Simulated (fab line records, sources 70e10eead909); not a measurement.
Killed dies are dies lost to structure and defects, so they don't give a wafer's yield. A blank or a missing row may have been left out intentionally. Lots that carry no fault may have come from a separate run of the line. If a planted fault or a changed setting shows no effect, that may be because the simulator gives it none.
Which of the tools did it? || flow nand harc || Sampling: 14 lots, 42 wafers, 6 of 1159 route steps

WHAT THE GAUGES READ, wafer by wafer
NHARC_A_START_INSPECT_01.
{"lot": "L793", "measured": "day 7 09:19", "on": "defect inspect-01", "raw defect count": "1 2 3"}
{"lot": "L791", "measured": "day 7 10:04", "on": "defect inspect-01", "raw defect count": "4 4 2"}
{"lot": "L794", "measured": "day 7 10:33", "on": "defect inspect-01", "raw defect count": "3 8 1"}
{"lot": "L795", "measured": "day 7 16:08", "on": "defect inspect-01", "raw defect count": "2 4 2"}
{"lot": "L796", "measured": "day 7 19:59", "on": "defect inspect-01", "raw defect count": "3 2 3"}
{"lot": "L797", "measured": "day 8 01:23", "on": "defect inspect-02", "raw defect count": "5 4 3"}
{"lot": "L798", "measured": "day 8 02:29", "on": "defect inspect-02", "raw defect count": "5 1 3"}
{"lot": "L799", "measured": "day 8 21:29", "on": "defect inspect-02", "raw defect count": "3 3 2"}
{"lot": "L800", "measured": "day 9 10:18", "on": "defect inspect-02", "raw defect count": "5 5 3"}
{"lot": "L808", "measured": "day 11 01:04", "on": "defect inspect-02", "raw defect count": "2 0 2"}
{"lot": "L811", "measured": "day 11 09:25", "on": "defect inspect-02", "raw defect count": "3 5 8"}
{"lot": "L812", "measured": "day 12 03:04", "on": "defect inspect-01", "raw defect count": "4 4 4"}
{"lot": "L813", "measured": "day 12 03:57", "on": "defect inspect-02", "raw defect count": "5 1 2"}
{"lot": "L814", "measured": "day 12 10:38", "on": "defect inspect-02", "raw defect count": "4 8 3"}

NHARC_A_ZERO_WELL_INSPECT_17.
{"lot": "L793", "measured": "day 7 11:37", "on": "defect inspect-02", "raw defect count": "18 12 12"}
{"lot": "L791", "measured": "day 7 12:23", "on": "defect inspect-02", "raw defect count": "12 10 12"}
{"lot": "L794", "measured": "day 7 12:51", "on": "defect inspect-02", "raw defect count": "17 15 21"}
{"lot": "L795", "measured": "day 7 18:20", "on": "defect inspect-01", "raw defect count": "10 8 7"}
{"lot": "L796", "measured": "day 7 22:14", "on": "defect inspect-02", "raw defect count": "13 6 23"}
{"lot": "L797", "measured": "day 8 03:42", "on": "defect inspect-01", "raw defect count": "6 10 15"}
{"lot": "L798", "measured": "day 8 04:40", "on": "defect inspect-01", "raw defect count": "4 1 17"}
{"lot": "L799", "measured": "day 8 23:47", "on": "defect inspect-02", "raw defect count": "12 7 13"}
{"lot": "L800", "measured": "day 9 12:32", "on": "defect inspect-01", "raw defect count": "13 9 10"}
{"lot": "L808", "measured": "day 11 03:30", "on": "defect inspect-02", "raw defect count": "12 2 5"}
{"lot": "L811", "measured": "day 11 11:46", "on": "defect inspect-02", "raw defect count": "15 8 16"}
{"lot": "L812", "measured": "day 12 05:35", "on": "defect inspect-01", "raw defect count": "15 6 5"}
{"lot": "L813", "measured": "day 12 06:08", "on": "defect inspect-01", "raw defect count": "13 7 8"}
{"lot": "L814", "measured": "day 12 12:56", "on": "defect inspect-01", "raw defect count": "15 11 19"}

NHARC_A_SOURCE_PLATE_THK_MEAS_06: measures by ellipsometry.
{"lot": "L793", "measured": "day 8 08:56", "on": "film metro-01", "thk nm (nm)": "196.8 195.1 196.2"}
{"lot": "L791", "measured": "day 8 08:56", "on": "film metro-02", "thk nm (nm)": "198.1 198.9 196.9"}
{"lot": "L794", "measured": "day 8 08:56", "on": "film metro-01", "thk nm (nm)": "197.6 197.7 200.8"}
{"lot": "L795", "measured": "day 8 14:38", "on": "film metro-01", "thk nm (nm)": "196.4 198.6 196.5"}
{"lot": "L796", "measured": "day 8 18:26", "on": "film metro-01", "thk nm (nm)": "197.6 199.8 201.2"}
{"lot": "L797", "measured": "day 9 00:21", "on": "film metro-01", "thk nm (nm)": "202.8 203.6 202.3"}
{"lot": "L798", "measured": "day 9 00:21", "on": "film metro-02", "thk nm (nm)": "200.6 202.9 200.2"}
{"lot": "L799", "measured": "day 9 23:37", "on": "film metro-01", "thk nm (nm)": "199.6 200.8 202.5"}
{"lot": "L800", "measured": "day 10 09:11", "on": "film metro-01", "thk nm (nm)": "200.1 202.2 198.6"}
{"lot": "L808", "measured": "day 12 02:41", "on": "film metro-01", "thk nm (nm)": "203.4 202.9 203.0"}
{"lot": "L811", "measured": "day 12 10:48", "on": "film metro-02", "thk nm (nm)": "200.8 200.1 200.7"}
{"lot": "L812", "measured": "day 13 03:24", "on": "film metro-02", "thk nm (nm)": "196.9 196.1 196.9"}
{"lot": "L813", "measured": "day 13 03:24", "on": "film metro-01", "thk nm (nm)": "201.6 204.7 201.8"}
{"lot": "L814", "measured": "day 13 09:14", "on": "film metro-02", "thk nm (nm)": "199.7 201.9 200.5"}

NHARC_A_ONON_D1_THK_MEAS_21: measures by ellipsometry.
{"lot": "L793", "measured": "day 8 19:31", "on": "film metro-01", "thk nm (nm)": "1004 1003 1002"}
{"lot": "L791", "measured": "day 8 19:39", "on": "film metro-01", "thk nm (nm)": "980 979 981"}
{"lot": "L794", "measured": "day 8 19:40", "on": "film metro-02", "thk nm (nm)": "1002 1002 1004"}
{"lot": "L795", "measured": "day 9 02:12", "on": "film metro-02", "thk nm (nm)": "1007 1009 1006"}
{"lot": "L796", "measured": "day 9 05:15", "on": "film metro-01", "thk nm (nm)": "1003 1004 1004"}
{"lot": "L797", "measured": "day 9 10:59", "on": "film metro-02", "thk nm (nm)": "1003 1001 1003"}
{"lot": "L798", "measured": "day 9 10:59", "on": "film metro-01", "thk nm (nm)": "996 999 997"}
{"lot": "L799", "measured": "day 10 13:59", "on": "film metro-02", "thk nm (nm)": "748 992 989"}
{"lot": "L800", "measured": "day 10 19:49", "on": "film metro-02", "thk nm (nm)": "749 990 992"}
{"lot": "L808", "measured": "day 12 15:21", "on": "film metro-01", "thk nm (nm)": "993 995 996"}
{"lot": "L811", "measured": "day 12 21:25", "on": "film metro-01", "thk nm (nm)": "990 989 991"}
{"lot": "L812", "measured": "day 13 14:11", "on": "film metro-02", "thk nm (nm)": "992 995 993"}
{"lot": "L813", "measured": "day 13 14:12", "on": "film metro-02", "thk nm (nm)": "1006 1009 1007"}
{"lot": "L814", "measured": "day 13 19:49", "on": "film metro-02", "thk nm (nm)": "996 994 996"}

NHARC_END_SORT_01.
{"lot": "L799", "measured": "day 21 19:02", "on": "prober-02", "killed at array": "670 33 29", "killed at other": "1 2 2", "killed at periphery": "6 8 7", "killed dies": "677 43 38", "killed open": "6 6 2", "killed short": "0 3 0"}
{"lot": "L800", "measured": "day 22 09:40", "on": "prober-01", "killed at array": "671 8 22", "killed at other": "0 0 1", "killed at periphery": "6 8 5", "killed dies": "677 16 28", "killed open": "2 2 4", "killed short": "2 0 3"}

WHICH TOOL RAN EACH LOT (tool, then ch and the chambers of the sampled wafers, then the start)
{"lot": "L793", "NHARC_A_ONON_D1_DEP_19": "pecvd onon-03 ch 0, day 8 19:00"}
{"lot": "L791", "NHARC_A_ONON_D1_DEP_19": "pecvd onon-02 ch 0, day 8 19:12"}
{"lot": "L794", "NHARC_A_ONON_D1_DEP_19": "pecvd onon-01 ch 0, day 8 19:08"}
{"lot": "L795", "NHARC_A_ONON_D1_DEP_19": "pecvd onon-03 ch 0, day 9 01:41"}
{"lot": "L796", "NHARC_A_ONON_D1_DEP_19": "pecvd onon-02 ch 0, day 9 04:44"}
{"lot": "L797", "NHARC_A_ONON_D1_DEP_19": "pecvd onon-02 ch 0, day 9 10:29"}
{"lot": "L798", "NHARC_A_ONON_D1_DEP_19": "pecvd onon-03 ch 0, day 9 10:29"}
{"lot": "L799", "NHARC_A_ONON_D1_DEP_19": "pecvd onon-02 ch 0, day 10 13:32"}
{"lot": "L800", "NHARC_A_ONON_D1_DEP_19": "pecvd onon-02 ch 0, day 10 19:19"}
{"lot": "L808", "NHARC_A_ONON_D1_DEP_19": "pecvd onon-03 ch 0, day 12 14:50"}
{"lot": "L811", "NHARC_A_ONON_D1_DEP_19": "pecvd onon-03 ch 0, day 12 21:04"}
{"lot": "L812", "NHARC_A_ONON_D1_DEP_19": "pecvd onon-03 ch 0, day 13 13:41"}
{"lot": "L813", "NHARC_A_ONON_D1_DEP_19": "pecvd onon-01 ch 0, day 13 13:48"}
{"lot": "L814", "NHARC_A_ONON_D1_DEP_19": "pecvd onon-01 ch 0, day 13 19:19"}
- NHARC_A_ONON_D1_DEP_19: target thk 1000 nm.

AS READ BY THE TOOLS THEMSELVES (means over the sampled wafers that have a number; for cases with no such wafer, the mark the record gives instead)
NHARC_A_ONON_D1_DEP_19.
{"lot": "L793", "tool": "pecvd onon-03", "susceptor temp C (C)": 400.02}
{"lot": "L791", "tool": "pecvd onon-02", "susceptor temp C (C)": 399.92}
{"lot": "L794", "tool": "pecvd onon-01", "susceptor temp C (C)": 400.05}
{"lot": "L795", "tool": "pecvd onon-03", "susceptor temp C (C)": 400.13}
{"lot": "L796", "tool": "pecvd onon-02", "susceptor temp C (C)": 399.83}
{"lot": "L797", "tool": "pecvd onon-02", "susceptor temp C (C)": 400.10}
{"lot": "L798", "tool": "pecvd onon-03", "susceptor temp C (C)": 400.19}
{"lot": "L799", "tool": "pecvd onon-02", "susceptor temp C (C)": 399.85}
{"lot": "L800", "tool": "pecvd onon-02", "susceptor temp C (C)": 399.96}
{"lot": "L808", "tool": "pecvd onon-03", "susceptor temp C (C)": 399.81}
{"lot": "L811", "tool": "pecvd onon-03", "susceptor temp C (C)": 400.00}
{"lot": "L812", "tool": "pecvd onon-03", "susceptor temp C (C)": 399.96}
{"lot": "L813", "tool": "pecvd onon-01", "susceptor temp C (C)": 399.90}
{"lot": "L814", "tool": "pecvd onon-01", "susceptor temp C (C)": 400.16}

THE ANSWER, worked out from the rows above alone
Rule: the lots themselves supply what counts as usual. The widest of any qualifying gaps counts: lots, ordered by their means at a reading, are off when they make up no more than a third of the lots, leave a main group of 4 or more, and stand apart from it by 3 or more times the standard deviation of that group's means. The tables above print the reading to a certain number of digits; a main group whose means all agree to those digits is not used. A lot without any number at a reading at which 4 lots or more have one is off too. All remaining lots with rows at the step are treated as sound. After the gauges, taken in route order, come the tools' own readings; for these a lot's mean is taken, as printed above. At the first step where some lot is off, the reading lying furthest off is the one used; lots without a number count as furthest.
Off: L799, L800, at NHARC_A_ONON_D1_THK_MEAS_21 (thk nm). Main group: mean 998 nm, sd 7.6.
A tool fits if, at a process step before that reading, it ran every lot that is off, and no sound lot after the first of them. Gauges at NHARC_A_ONON_D1_THK_MEAS_21: tried the same way as those tools. One fits: NHARC_A_ONON_D1_DEP_19 on pecvd onon-02. Its last sound lot is L797 (day 9 10:29), its first lot that is off L799 (day 10 13:32): a fault that began between those two fits.

WHAT HAD BEEN PUT IN BY THE SIMULATOR
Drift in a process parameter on pecvd onon-02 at NHARC_A_ONON_D1_DEP_19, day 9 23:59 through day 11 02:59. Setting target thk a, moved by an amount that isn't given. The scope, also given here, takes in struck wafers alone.
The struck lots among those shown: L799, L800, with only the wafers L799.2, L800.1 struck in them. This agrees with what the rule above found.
